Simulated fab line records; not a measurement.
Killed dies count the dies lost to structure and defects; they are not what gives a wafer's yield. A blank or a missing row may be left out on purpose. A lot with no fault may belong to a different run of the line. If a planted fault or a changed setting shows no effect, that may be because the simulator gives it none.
Matching of chambers	flow nand_harc	NHARC_P_M1_STRIP_18 on rie_diel-09 has 4 sister chambers
The step strips in N2/H2. 14 wafers are shown with their chamber, then 7 later ones without.

## WAFERS, EACH WITH ITS CHAMBER
wafer	chamber	drypump_motor_current_A (A)	showerhead_plenum_p_Torr (Torr)	rf_vpp_V (V)
L082.1	3	4.9	2.07	91.5
L082.2	0	5.8	2.21	92.6
L082.3	1	5.5	1.96	90.7
L082.4	2	5.6	1.97	89.9
L082.5	3	4.9	2.07	90.2
L082.6	2	5.6	1.97	90.5
L084.1	2	5.6	1.97	91.5
L084.3	0	5.8	2.21	92.1
L084.4	1	5.5	1.96	89.8
L092.1	3	4.8	2.06	90.6
L092.2	1	5.5	1.95	90.1
L092.6	2	5.6	1.97	90.0
L095.1	3	4.9	2.06	91.4
L095.3	2	5.6	1.96	88.3

SIGNATURES (means of the wafers above)
reading	chamber 0	chamber 1	chamber 2	chamber 3	scatter within a chamber
drypump_motor_current_A	5.800	5.500	5.600	4.875	0.0274
showerhead_plenum_p_Torr	2.2100	1.9567	1.9680	2.0650	0.00497
rf_vpp_V	92.350	90.200	90.040	90.925	0.844
Rule: for a wafer and a chamber, the distance is found by dividing, reading by reading, the gap between the wafer's reading and the chamber's mean by the reading's scatter, squaring, summing and taking the root. If the next closest chamber is less than 2 further off than the closest, the wafer can't be placed; otherwise it belongs to the closest. The scatter: the root of (the sum of the squares of (reading less its chamber's mean) over the shown wafers, divided by (wafers less chambers)).

## WAFERS WHOSE CHAMBER IS MISSING
wafer	drypump_motor_current_A (A)	showerhead_plenum_p_Torr (Torr)	rf_vpp_V (V)
L095.5	5.6	1.96	90.9
L096.1	4.9	2.06	89.7
L096.2	5.6	1.96	90.3
L096.4	5.8	2.20	89.2
L097.1	5.6	1.96	89.9
L097.4	4.9	2.05	90.4
L097.6	5.8	2.19	91.6

## EACH ONE'S CHAMBER
wafer	from the rows above	in truth
L095.5	can't be placed: 2 or 1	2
L096.1	3	3
L096.2	2	2
L096.4	0	0
L097.1	2	2
L097.4	3	3
L097.6	0	0
Correctly placed: 6 of 7. Not placeable from these rows: 1 (in 1, the candidates include the true chamber). Number placed wrongly: 0.
